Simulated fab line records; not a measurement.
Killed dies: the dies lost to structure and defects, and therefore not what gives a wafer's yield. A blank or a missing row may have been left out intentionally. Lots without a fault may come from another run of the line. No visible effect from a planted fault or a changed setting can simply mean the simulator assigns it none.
fab line records | flow n5_finfet
record: lots: 9 | wafers: 27 | last_day: 17
route steps=1938 shown BEOL_M3@1009 BEOL_M4@1021 PASSIVATION@1936
lots that met no fault: taken from a fault-free run of the same line
start_h: the number of hours between the record's first day and the start of the first shown wafer of the lot | wait_h: hours elapsed since this lot's preceding step | " the same as in the row above | L1.1+2: one row covering several wafers at once | - no value present, or no start provided | * or withheld: withheld | < > ~ a bound
route shown NAME@n: NAME is a module with steps in the file, n the number in the route of the first one | usual: the fault-free wafers' mean and standard deviation | same: alike in all rows | chamber/n: place in a boat | sites: readings site by site | _std_site: the values' standard deviation | _edge_site: mean of outer sites minus mean of inner sites | radius_mm: how far each site lies from the wafer's centre | mask NAME#n: copy n | behind: the most recent tool/chamber to have shaped the wafer | hold: why the lot went on hold/how many hours it stayed there/how the hold came to an end | device: whichever transistor did not switch (one of n, p or np) | end of line: tests of these same wafers at the route's end | a step given without rows: its recipe and nothing more | killed: at the first sort, the dies lost to defects and structure; wafer yield is something else | map: dies across one wafer; x = killed, . = not, _ = none there
set.NAME: the setting as run; set.NAME@STEP: as run at that earlier step | model.NAME: the simulator's own value behind a step, which no gauge read
route steps across a sampled set of lots; one table per step, one row per wafer
services: the hour from which a tool's chamber was out of use, counted from the record's first day as start_h (under 0 if before that day), plus the number of hours and why
== steps ==
step: N5_BEOL_M3_ANNEAL_95
recipe: temp_c: 400 | time_s: 240 | ambient: vacuum
usual: heater_power_w: 785/43 | susceptor_temp_C: 400.00/0.21
lot.wafer | tool           | chamber | start_h | wait_h | heater_power_w | susceptor_temp_C
L557.1    | pvd_sputter-02 | -       | 166.95  | 0.0    | 759            | 400.24
L557.2    | "              | -       | "       | "      | 830            | 400.17
L557.4    | "              | -       | "       | "      | 742            | 400.15
L558.4    | pvd_sputter-01 | -       | 167.59  | 0.0    | 803            | 400.22
L558.5    | "              | -       | "       | "      | 746            | 400.20
L558.6    | "              | -       | "       | "      | 804            | 400.15
L559.1    | pvd_sputter-02 | -       | 168.79  | 0.0    | 746            | 400.03
L559.2    | "              | -       | "       | "      | 812            | 400.15
L559.6    | "              | -       | "       | "      | 824            | 400.03
L565.1    | pvd_sputter-02 | -       | 204.18  | 0.0    | 842            | 400.03
L565.2    | "              | -       | "       | "      | 745            | 399.71
L565.6    | "              | -       | "       | "      | 709            | 400.36
L569.3    | pvd_sputter-01 | -       | 234.09  | 0.0    | 789            | 400.05
L569.5    | "              | -       | "       | "      | 808            | 399.88
L569.6    | "              | -       | "       | "      | 825            | 400.02
L576.1    | pvd_sputter-03 | -       | 270.79  | 0.0    | 863            | 400.13
L576.2    | "              | -       | "       | "      | 775            | 399.74
L576.3    | "              | -       | "       | "      | 764            | 399.72
L577.2    | pvd_sputter-03 | -       | 274.57  | 0.0    | 797            | 400.09
L577.3    | "              | -       | "       | "      | 861            | 399.95
L577.6    | "              | -       | "       | "      | 759            | 399.79
L579.3    | pvd_sputter-02 | -       | 290.18  | 0.0    | 804            | 399.84
L579.4    | "              | -       | "       | "      | 730            | 400.00
L579.6    | "              | -       | "       | "      | 745            | 399.84
L578.1    | pvd_sputter-01 | -       | 291.82  | 0.0    | 795            | 399.80
L578.3    | "              | -       | "       | "      | 789            | 400.07
L578.5    | "              | -       | "       | "      | 754            | 400.00
step: N5_BEOL_M3_DEP_57
recipe: material: SiCN | target_thk_a: 80 | temp_c: withheld | precursor: 3MS/NH3 | pressure_torr: 3 | rf_w: 202 | time_s: 14
usual: chamber_pressure_Torr: 3.002/0.0067 | showerhead_plenum_p_Torr: 3.668/0.014 | throttle_valve_pct: 9.1/0.46
lot.wafer | tool     | chamber | start_h | wait_h | chamber_pressure_Torr | showerhead_plenum_p_Torr | throttle_valve_pct
L557.1    | pecvd-02 | 1       | 168.09  | 0.0    | 3.003                 | 3.657                    | 8.9
L557.2    | "        | 2       | "       | "      | 2.991                 | 3.662                    | 8.5
L557.4    | "        | 2       | "       | "      | 2.996                 | 3.656                    | 8.4
L558.4    | pecvd-04 | 2       | 168.73  | 0.0    | 3.002                 | 3.678                    | 9.3
L558.5    | "        | 1       | "       | "      | 3.004                 | 3.644                    | 9.7
L558.6    | "        | 0       | "       | "      | 3.014                 | 3.672                    | 9.0
L559.1    | pecvd-01 | 1       | 169.97  | 0.0    | 3.002                 | 3.676                    | 9.0
L559.2    | "        | 0       | "       | "      | 3.001                 | 3.658                    | 9.4
L559.6    | "        | 2       | "       | "      | 3.006                 | 3.694                    | 9.2
L565.1    | pecvd-01 | 0       | 205.31  | 0.0    | 3.001                 | 3.661                    | 9.8
L565.2    | "        | 1       | "       | "      | 3.005                 | 3.673                    | 8.9
L565.6    | "        | 1       | "       | "      | 3.002                 | 3.668                    | 9.0
L569.3    | pecvd-04 | 0       | 235.21  | 0.0    | 2.996                 | 3.671                    | 9.5
L569.5    | "        | 0       | "       | "      | 3.008                 | 3.671                    | 9.3
L569.6    | "        | 2       | "       | "      | 2.999                 | 3.673                    | 9.3
L576.1    | pecvd-04 | 2       | 272.28  | 0.0    | 2.996                 | 3.677                    | 9.4
L576.2    | "        | 1       | "       | "      | 2.997                 | 3.655                    | 9.7
L576.3    | "        | 0       | "       | "      | 3.001                 | 3.667                    | 9.0
L577.2    | pecvd-01 | 1       | 275.97  | 0.0    | 3.003                 | 3.678                    | 9.2
L577.3    | "        | 0       | "       | "      | 2.989                 | 3.655                    | 9.8
L577.6    | "        | 0       | "       | "      | 3.003                 | 3.660                    | 10.0
L579.3    | pecvd-04 | 1       | 291.43  | 0.0    | 3.018                 | 3.650                    | 10.0
L579.4    | "        | 2       | "       | "      | 3.004                 | 3.681                    | 9.1
L579.6    | "        | 0       | "       | "      | 3.004                 | 3.664                    | 9.3
L578.1    | pecvd-02 | 0       | 293.56  | 0.0    | 3.000                 | 3.689                    | 9.3
L578.3    | "        | 2       | "       | "      | 3.003                 | 3.664                    | 8.2
L578.5    | "        | 0       | "       | "      | 3.000                 | 3.687                    | 9.4
step: N5_BEOL_M3_INSPECT_59
recipe: inspect_instrument: darkfield | mode: post_dep
usual: raw_defect_count: 74/25
lot.wafer | tool              | chamber | start_h | wait_h | raw_defect_count
L557.1    | defect_inspect-01 | -       | 168.20  | 0.0    | 80
L557.2    | "                 | -       | "       | "      | 94
L557.4    | "                 | -       | "       | "      | 46
L558.4    | defect_inspect-02 | -       | 168.81  | 0.0    | 85
L558.5    | "                 | -       | "       | "      | 83
L558.6    | "                 | -       | "       | "      | 65
L559.1    | defect_inspect-02 | -       | 170.06  | 0.0    | 60
L559.2    | "                 | -       | "       | "      | 73
L559.6    | "                 | -       | "       | "      | 91
L565.1    | defect_inspect-02 | -       | 205.42  | 0.0    | 85
L565.2    | "                 | -       | "       | "      | 71
L565.6    | "                 | -       | "       | "      | 67
L569.3    | defect_inspect-02 | -       | 235.31  | 0.0    | 56
L569.5    | "                 | -       | "       | "      | 98
L569.6    | "                 | -       | "       | "      | 49
L576.1    | defect_inspect-02 | -       | 272.38  | 0.0    | 75
L576.2    | "                 | -       | "       | "      | 45
L576.3    | "                 | -       | "       | "      | 100
L577.2    | defect_inspect-02 | -       | 276.06  | 0.0    | 98
L577.3    | "                 | -       | "       | "      | 97
L577.6    | "                 | -       | "       | "      | 107
L579.3    | defect_inspect-01 | -       | 291.53  | 0.0    | 51
L579.4    | "                 | -       | "       | "      | 51
L579.6    | "                 | -       | "       | "      | 45
L578.1    | defect_inspect-01 | -       | 293.65  | 0.0    | 81
L578.3    | "                 | -       | "       | "      | 80
L578.5    | "                 | -       | "       | "      | 97
step: N5_BEOL_M4_ILD_DEP_00
recipe: material: SiOC | target_thk_a: 790 | temp_c: 350 | precursor: DEMS/O2 | pressure_torr: 5 | rf_w: 500 | time_s: 15.3
usual: chamber_pressure_Torr: 4.999/0.011 | heater_power_w: 450/48 | showerhead_plenum_p_Torr: 5.699/0.016 | susceptor_temp_C: 350.03/0.2 | throttle_valve_pct: 12.1/0.47
lot.wafer | tool     | chamber | start_h | wait_h | chamber_pressure_Torr | heater_power_w | showerhead_plenum_p_Torr | susceptor_temp_C | throttle_valve_pct
L557.1    | pecvd-04 | 2       | 168.23  | 0.0    | 5.004                 | 401            | 5.715                    | 350.15           | 12.0
L557.2    | "        | 1       | "       | "      | 5.002                 | 441            | 5.672                    | 350.22           | 12.8
L557.4    | "        | 2       | "       | "      | 5.006                 | 400            | 5.719                    | 350.00           | 12.1
L558.4    | pecvd-01 | 0       | 168.86  | 0.1    | 4.986                 | 470            | 5.680                    | 349.99           | 12.3
L558.5    | "        | 1       | "       | "      | 5.014                 | 406            | 5.717                    | 349.96           | 12.0
L558.6    | "        | 2       | "       | "      | 5.001                 | 474            | 5.728                    | 350.24           | 11.7
L559.1    | pecvd-04 | 2       | 170.10  | 0.0    | 4.997                 | 469            | 5.708                    | 350.41           | 12.0
L559.2    | "        | 0       | "       | "      | 5.002                 | 413            | 5.696                    | 350.08           | 12.0
L559.6    | "        | 0       | "       | "      | 4.996                 | 427            | 5.700                    | 350.07           | 12.2
L565.1    | pecvd-04 | 1       | 205.46  | 0.0    | 5.005                 | 444            | 5.679                    | 349.86           | 12.9
L565.2    | "        | 0       | "       | "      | 4.999                 | 420            | 5.699                    | 349.77           | 12.2
L565.6    | "        | 0       | "       | "      | 5.000                 | 404            | 5.684                    | 349.99           | 12.3
L569.3    | pecvd-01 | 2       | 235.34  | 0.0    | 5.007                 | 560            | 5.721                    | 349.72           | 11.1
L569.5    | "        | 1       | "       | "      | 5.010                 | 475            | 5.711                    | 349.79           | 11.9
L569.6    | "        | 0       | "       | "      | 5.010                 | 500            | 5.694                    | 350.19           | 12.3
L576.1    | pecvd-04 | 1       | 272.41  | 0.0    | 4.988                 | 438            | 5.670                    | 350.20           | 12.6
L576.2    | "        | 0       | "       | "      | 4.996                 | 343            | 5.691                    | 350.23           | 12.4
L576.3    | "        | 2       | "       | "      | 4.985                 | 474            | 5.717                    | 349.93           | 12.0
L577.2    | pecvd-03 | 1       | 276.10  | 0.0    | 4.998                 | 529            | 5.700                    | 349.71           | 11.8
L577.3    | "        | 2       | "       | "      | 5.004                 | 471            | 5.676                    | 349.76           | 11.9
L577.6    | "        | 1       | "       | "      | 4.992                 | 516            | 5.676                    | 349.87           | 11.8
L579.3    | pecvd-04 | 1       | 291.56  | 0.0    | 4.998                 | 380            | 5.670                    | 350.50           | 12.9
L579.4    | "        | 0       | "       | "      | 4.988                 | 383            | 5.692                    | 350.07           | 12.0
L579.6    | "        | 2       | "       | "      | 5.010                 | 412            | 5.709                    | 349.79           | 12.3
L578.1    | pecvd-01 | 2       | 293.69  | 0.0    | 5.012                 | 544            | 5.720                    | 349.88           | 11.4
L578.3    | "        | 0       | "       | "      | 4.982                 | 416            | 5.695                    | 350.09           | 12.6
L578.5    | "        | 2       | "       | "      | 4.969                 | 546            | 5.718                    | 349.85           | 11.1
step: N5_BEOL_M4_THK_MEAS_01
recipe: reads: SiOC_of_BEOL_M4_ILD_DEP_00
usual: M4_ILD_THK: 79.3/0.9
lot.wafer | tool          | chamber | start_h | wait_h | M4_ILD_THK[nm]
L557.1    | film_metro-02 | -       | 168.30  | 0.0    | 77.1
L557.2    | "             | -       | "       | "      | 77.8
L557.4    | "             | -       | "       | "      | 79.2
L558.4    | film_metro-02 | -       | 168.91  | 0.0    | 80.7
L558.5    | "             | -       | "       | "      | 78.8
L558.6    | "             | -       | "       | "      | 79.3
L559.1    | film_metro-02 | -       | 170.17  | 0.0    | 78.2
L559.2    | "             | -       | "       | "      | 79.7
L559.6    | "             | -       | "       | "      | 80.2
L565.1    | film_metro-01 | -       | 205.53  | 0.0    | 78.9
L565.2    | "             | -       | "       | "      | 72.2
L565.6    | "             | -       | "       | "      | 74.6
L569.3    | film_metro-02 | -       | 235.41  | 0.1    | 78.6
L569.5    | "             | -       | "       | "      | 79.1
L569.6    | "             | -       | "       | "      | 80.1
L576.1    | film_metro-01 | -       | 272.48  | 0.0    | 78.6
L576.2    | "             | -       | "       | "      | 78.8
L576.3    | "             | -       | "       | "      | 78.5
L577.2    | film_metro-01 | -       | 276.16  | 0.1    | 79.0
L577.3    | "             | -       | "       | "      | 77.9
L577.6    | "             | -       | "       | "      | 79.8
L579.3    | film_metro-01 | -       | 291.63  | 0.1    | 77.7
L579.4    | "             | -       | "       | "      | 80.1
L579.6    | "             | -       | "       | "      | 80.0
L578.1    | film_metro-01 | -       | 293.75  | 0.0    | 78.7
L578.3    | "             | -       | "       | "      | 79.0
L578.5    | "             | -       | "       | "      | 80.1
step: N5_BEOL_M4_RC_MEAS_101
usual: DIBL_N: 36.4/1.5 | DIBL_P: 36.4/1.6 | IOFF_N: 0.164/0.025 | IOFF_P: 0.214/0.028 | ION_N: 675/9.9 | ION_P: 463/6.5 | SS_N: 71.5/0.5 | SS_P: 73.3/0.56 | VT_N: 249.2/2.7 | VT_P: -250.1/2.8
lot.wafer | tool      | chamber | start_h | wait_h | DIBL_N[mV/V] | DIBL_P[mV/V] | IOFF_N[nA/um] | IOFF_P[nA/um] | ION_N[uA/um] | ION_P[uA/um] | SS_N[mV/dec] | SS_P[mV/dec] | VT_N[mV] | VT_P[mV]
L557.1    | prober-01 | 0       | 177.93  | 0.0    | 37.4         | 35.4         | 0.145         | 0.213         | 671          | 465          | 70.9         | 73.9         | 251.9    | -249.3
L557.2    | "         | 0       | "       | "      | 38.5         | 37.0         | 0.171         | 0.250         | 678          | 470          | 71.7         | 74.0         | 249.3    | -245.5
L557.4    | "         | 0       | "       | "      | 36.1         | 33.7         | 0.129         | 0.190         | 659          | 459          | 71.3         | 73.2         | 254.3    | -250.1
L558.4    | prober-02 | 0       | 180.43  | 0.5    | 35.8         | 37.5         | 0.165         | 0.224         | 677          | 471          | 71.8         | 73.8         | 249.6    | -249.5
L558.5    | "         | 0       | "       | "      | 36.0         | 37.2         | 0.168         | 0.219         | 682          | 467          | 71.8         | 73.6         | 247.4    | -249.8
L558.6    | "         | 0       | "       | "      | 35.8         | 36.9         | 0.166         | 0.208         | 687          | 467          | 70.9         | 73.2         | 248.3    | -250.5
L559.1    | prober-01 | 0       | 183.12  | 0.0    | 36.4         | 36.9         | 0.153         | 0.173         | 671          | 455          | 71.8         | 73.3         | 248.6    | -253.4
L559.2    | "         | 0       | "       | "      | 34.1         | 34.1         | 0.111         | 0.145         | 657          | 440          | 70.8         | 72.7         | 256.2    | -257.7
L559.6    | "         | 0       | "       | "      | 35.7         | 35.4         | 0.134         | 0.160         | 656          | 447          | 71.7         | 73.6         | 252.8    | -254.4
L565.1    | prober-01 | 0       | 216.73  | 0.4    | 38.2         | 35.8         | 0.172         | 0.221         | 674          | 459          | 72.2         | 73.0         | 249.4    | -249.3
L565.2    | "         | 0       | "       | "      | 38.7         | 36.1         | 0.184         | 0.239         | 681          | 470          | 72.0         | 73.4         | 246.6    | -247.6
L565.6    | "         | 0       | "       | "      | 38.6         | 36.6         | 0.187         | 0.254         | 675          | 465          | 71.8         | 73.6         | 245.5    | -248.3
L569.3    | prober-01 | 0       | 244.56  | 0.5    | 31.7         | 32.8         | 0.103         | 0.155         | 652          | 451          | 70.7         | 71.8         | 256.0    | -251.5
L569.5    | "         | 0       | "       | "      | 33.6         | 35.4         | 0.128         | 0.193         | 664          | 465          | 70.8         | 72.8         | 252.9    | -250.6
L569.6    | "         | 0       | "       | "      | 34.8         | 36.4         | 0.140         | 0.198         | 672          | 470          | 70.8         | 73.1         | 250.1    | -249.8
L576.1    | prober-01 | 0       | 288.38  | 0.0    | 37.0         | 37.4         | 0.161         | 0.218         | 674          | 463          | 71.5         | 73.1         | 247.9    | -252.6
L576.2    | "         | 0       | "       | "      | 36.1         | 36.9         | 0.150         | 0.207         | 677          | 464          | 72.0         | 72.8         | 247.4    | -249.7
L576.3    | "         | 0       | "       | "      | 36.7         | 37.4         | 0.152         | 0.208         | 669          | 464          | 71.9         | 73.1         | 248.8    | -250.3
L577.2    | prober-02 | 0       | 291.64  | 0.2    | 35.1         | 34.9         | 0.159         | 0.175         | 681          | 458          | 71.7         | 73.1         | 250.2    | -254.8
L577.3    | "         | 0       | "       | "      | 34.7         | 34.4         | 0.146         | 0.169         | 674          | 457          | 71.1         | 73.1         | 249.3    | -252.5
L577.6    | "         | 0       | "       | "      | 35.5         | 35.5         | 0.157         | 0.187         | 667          | 455          | 71.8         | 72.9         | 249.2    | -254.0
L579.3    | prober-02 | 0       | 303.39  | 0.3    | 37.4         | 37.1         | 0.184         | 0.225         | 675          | 464          | 71.4         | 73.8         | 246.9    | -250.5
L579.4    | "         | 0       | "       | "      | 36.6         | 36.1         | 0.164         | 0.212         | 674          | 457          | 71.6         | 73.7         | 251.0    | -251.4
L579.6    | "         | 0       | "       | "      | 37.8         | 36.8         | 0.174         | 0.218         | 678          | 459          | 71.2         | 74.1         | 249.6    | -249.9
L578.1    | prober-02 | 0       | 304.01  | 0.7    | 35.5         | 35.8         | 0.140         | 0.200         | 660          | 457          | 71.3         | 72.4         | 250.5    | -249.5
L578.3    | "         | 0       | "       | "      | 36.0         | 36.8         | 0.158         | 0.221         | 670          | 465          | 72.0         | 73.2         | 249.4    | -250.0
L578.5    | "         | 0       | "       | "      | 36.3         | 36.5         | 0.155         | 0.216         | 665          | 464          | 71.7         | 72.3         | 251.5    | -250.7
step: N5_PASSIVATION_PROBE_49
usual: defect_limited_yield: 91.1/1.4 | killed_at_M0_to_M3: 35/8.7 | killed_at_M4_up: 14/5.3 | killed_at_contacts: 12/6.2 | killed_at_front_end: 41/12 | killed_at_other: 3.4/2.6 | killed_dies: 105/16 | killed_on_rim: 14/3.8 | killed_open: 67/13 | killed_short: 36/7.3 | sort_bin_5_function: 5.2/0.96 | sort_bin_6_memory: 3.3/0.6 | sort_n_pass: 1075/16 | sort_yield_pct: 91.1/1.4
same: gross_dies: 1180 | killed_at_back_side: 0 | sort_bin_4_leakage[%]: 0 | sort_bin_8_speed[%]: 0
lot.wafer | tool      | chamber | start_h | wait_h | defect_limited_yield[%] | killed_at_M0_to_M3 | killed_at_M4_up | killed_at_contacts | killed_at_front_end | killed_at_other | killed_dies | killed_on_rim | killed_open | killed_short | sort_bin_5_function[%] | sort_bin_6_memory[%] | sort_n_pass | sort_yield_pct[%]
L565.6    | prober-02 | -       | 318.17  | 0.3    | 90.3                    | 51                 | 9               | 18                 | 37                  | 0               | 115         | 21            | 69          | 46           | 5.3                    | 4.1                  | 1065        | 90.3
killed by level:class
L565.6 BEOL_M0_SAQP:geometric_particle:short=18 MOL_CONTACT_COAG:geometric_particle:open=11 BEOL_M0_SAQP:geometric_particle:open=10 FIN_SAQP:geometric_particle:open=8 MOL_CONTACT_COAG:geometric_particle:short=7 BEOL_M4:geometric_particle:open=7 FIN_SAQP:geometric_particle:short=5 DUMMY_GATE:geometric_particle:open=5
== services ==
tool     | chamber | start_h | hours | kind
pecvd-03 | -       | 158.28  | 0.6   | repair
pecvd-02 | 0       | 159.04  | 18.5  | repair
pecvd-01 | 0       | 166.46  | 2.1   | scheduled_down
pecvd-01 | -       | 187.97  | 2.8   | pm
pecvd-03 | 1       | 189.22  | 5.5   | scheduled_down
pecvd-01 | 2       | 202.38  | -     | clean
pecvd-01 | 2       | 202.38  | -     | consumable_replace:showerhead
pecvd-01 | 2       | 202.38  | 29.0  | scheduled_down
pecvd-01 | 2       | 202.38  | 29.0  | vent_cycle
pecvd-04 | 2       | 218.76  | 5.5   | scheduled_down
pecvd-02 | 0       | 274.56  | 2.1   | scheduled_down
pecvd-04 | 1       | 284.82  | 5.5   | scheduled_down
pecvd-03 | 0       | 288.33  | 5.5   | scheduled_down
== key ==
first_sign: step: N5_BEOL_M4_THK_MEAS_01 | reading: M4_ILD_THK | direction: down | sigmas: 6.5 | usual: 79.3 | struck: 73.4
effect none on later readings
met_at N5_BEOL_M4_ILD_DEP_00
struck_lots L565
struck_wafers L565.2,L565.6
not_acting_at N5_BEOL_M3_ANNEAL_95,N5_BEOL_M3_DEP_57,N5_BEOL_M3_INSPECT_59
onset_between 170.10 205.46
fault: kind: process_parameter_drift | tool: pecvd-04 | chamber: 0 | onset_h: 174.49 | steps: N5_BEOL_M4_ILD_DEP_00 | channel: target_thk_a | offset: * | shape: step | end_h: 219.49 | acts_in: * | stated: *
